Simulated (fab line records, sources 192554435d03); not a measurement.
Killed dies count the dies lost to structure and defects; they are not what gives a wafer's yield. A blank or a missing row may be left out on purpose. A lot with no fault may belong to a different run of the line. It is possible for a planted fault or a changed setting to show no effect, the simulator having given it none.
Matching of chambers / flow n5-finfet / 4 sister chambers for N5_DUMMY_GATE_ETCH_44 on rie-si-02
The step etches poly-Si in HBr/O2, stops on SiO2, target depth 127.5 nm. 22 wafers are shown with their chamber, then 11 later ones without.

WAFERS PAIRED WITH THEIR CHAMBERS
wafer=L076.1; chamber=0; drypump-motor-current-A (A)=5.6; throttle-valve-pct (%)=18.62; oes-product-au (a.u.)=0.722
wafer=L076.2; chamber=3; drypump-motor-current-A (A)=6.2; throttle-valve-pct (%)=18.45; oes-product-au (a.u.)=0.725
wafer=L076.3; chamber=2; drypump-motor-current-A (A)=5.7; throttle-valve-pct (%)=18.68; oes-product-au (a.u.)=0.713
wafer=L076.4; chamber=1; drypump-motor-current-A (A)=6.7; throttle-valve-pct (%)=18.68; oes-product-au (a.u.)=0.719
wafer=L076.5; chamber=3; drypump-motor-current-A (A)=6.2; throttle-valve-pct (%)=18.47; oes-product-au (a.u.)=0.716
wafer=L076.6; chamber=0; drypump-motor-current-A (A)=5.6; throttle-valve-pct (%)=18.61; oes-product-au (a.u.)=0.717
wafer=L077.1; chamber=2; drypump-motor-current-A (A)=5.7; throttle-valve-pct (%)=18.69; oes-product-au (a.u.)=0.709
wafer=L077.4; chamber=1; drypump-motor-current-A (A)=6.6; throttle-valve-pct (%)=18.68; oes-product-au (a.u.)=0.726
wafer=L077.5; chamber=2; drypump-motor-current-A (A)=5.7; throttle-valve-pct (%)=18.70; oes-product-au (a.u.)=0.708
wafer=L078.1; chamber=1; drypump-motor-current-A (A)=6.6; throttle-valve-pct (%)=18.69; oes-product-au (a.u.)=0.709
wafer=L078.3; chamber=2; drypump-motor-current-A (A)=5.7; throttle-valve-pct (%)=18.69; oes-product-au (a.u.)=0.701
wafer=L078.5; chamber=0; drypump-motor-current-A (A)=5.6; throttle-valve-pct (%)=18.62; oes-product-au (a.u.)=0.724
wafer=L079.2; chamber=0; drypump-motor-current-A (A)=5.6; throttle-valve-pct (%)=18.61; oes-product-au (a.u.)=0.713
wafer=L079.3; chamber=1; drypump-motor-current-A (A)=6.7; throttle-valve-pct (%)=18.69; oes-product-au (a.u.)=0.715
wafer=L079.6; chamber=0; drypump-motor-current-A (A)=5.6; throttle-valve-pct (%)=18.61; oes-product-au (a.u.)=0.727
wafer=L081.1; chamber=2; drypump-motor-current-A (A)=5.7; throttle-valve-pct (%)=18.70; oes-product-au (a.u.)=0.718
wafer=L081.3; chamber=1; drypump-motor-current-A (A)=6.7; throttle-valve-pct (%)=18.68; oes-product-au (a.u.)=0.719
wafer=L081.6; chamber=3; drypump-motor-current-A (A)=6.2; throttle-valve-pct (%)=18.46; oes-product-au (a.u.)=0.736
wafer=L086.1; chamber=1; drypump-motor-current-A (A)=6.7; throttle-valve-pct (%)=18.68; oes-product-au (a.u.)=0.712
wafer=L086.3; chamber=2; drypump-motor-current-A (A)=5.7; throttle-valve-pct (%)=18.68; oes-product-au (a.u.)=0.688
wafer=L086.4; chamber=0; drypump-motor-current-A (A)=5.6; throttle-valve-pct (%)=18.62; oes-product-au (a.u.)=0.715
wafer=L090.2; chamber=3; drypump-motor-current-A (A)=6.3; throttle-valve-pct (%)=18.46; oes-product-au (a.u.)=0.727

SIGNATURES, as means of the wafers listed above
reading=drypump-motor-current-A; chamber 0=5.600; chamber 1=6.667; chamber 2=5.700; chamber 3=6.225; scatter within a chamber=0.034
reading=throttle-valve-pct; chamber 0=18.6150; chamber 1=18.6833; chamber 2=18.6900; chamber 3=18.4600; scatter within a chamber=0.00701
reading=oes-product-au; chamber 0=0.71967; chamber 1=0.71667; chamber 2=0.70617; chamber 3=0.72600; scatter within a chamber=0.00778
Rule: a wafer's distance from a chamber is the root of the sum, over the readings, of the square of ((its reading less the chamber's mean) divided by the reading's scatter). If the next closest chamber is less than 2 further off than the closest, the wafer can't be placed; otherwise it belongs to the closest. The scatter: take each reading less its chamber's mean, square it, sum over the shown wafers, divide by the number of wafers less the number of chambers, and take the root.

WAFERS MISSING THEIR CHAMBER
wafer=L090.5; drypump-motor-current-A (A)=5.6; throttle-valve-pct (%)=18.60; oes-product-au (a.u.)=0.731
wafer=L090.6; drypump-motor-current-A (A)=6.2; throttle-valve-pct (%)=18.43; oes-product-au (a.u.)=0.725
wafer=L092.1; drypump-motor-current-A (A)=6.7; throttle-valve-pct (%)=18.68; oes-product-au (a.u.)=0.721
wafer=L092.2; drypump-motor-current-A (A)=6.2; throttle-valve-pct (%)=18.47; oes-product-au (a.u.)=0.738
wafer=L092.5; drypump-motor-current-A (A)=5.7; throttle-valve-pct (%)=18.67; oes-product-au (a.u.)=0.700
wafer=L094.3; drypump-motor-current-A (A)=6.7; throttle-valve-pct (%)=18.70; oes-product-au (a.u.)=0.717
wafer=L094.4; drypump-motor-current-A (A)=6.2; throttle-valve-pct (%)=18.47; oes-product-au (a.u.)=0.718
wafer=L094.5; drypump-motor-current-A (A)=6.6; throttle-valve-pct (%)=18.68; oes-product-au (a.u.)=0.718
wafer=L096.2; drypump-motor-current-A (A)=6.6; throttle-valve-pct (%)=18.67; oes-product-au (a.u.)=0.716
wafer=L096.3; drypump-motor-current-A (A)=5.7; throttle-valve-pct (%)=18.70; oes-product-au (a.u.)=0.706
wafer=L096.4; drypump-motor-current-A (A)=5.6; throttle-valve-pct (%)=18.61; oes-product-au (a.u.)=0.731

THE CHAMBER EACH PASSED THROUGH
wafer=L090.5; from the rows above=0; in truth=0
wafer=L090.6; from the rows above=3; in truth=3
wafer=L092.1; from the rows above=1; in truth=1
wafer=L092.2; from the rows above=3; in truth=3
wafer=L092.5; from the rows above=2; in truth=2
wafer=L094.3; from the rows above=1; in truth=1
wafer=L094.4; from the rows above=3; in truth=3
wafer=L094.5; from the rows above=1; in truth=1
wafer=L096.2; from the rows above=1; in truth=1
wafer=L096.3; from the rows above=2; in truth=2
wafer=L096.4; from the rows above=0; in truth=0
11 of 11 placed correctly. Can't be placed from these rows: 0. Wrongly placed: 0.
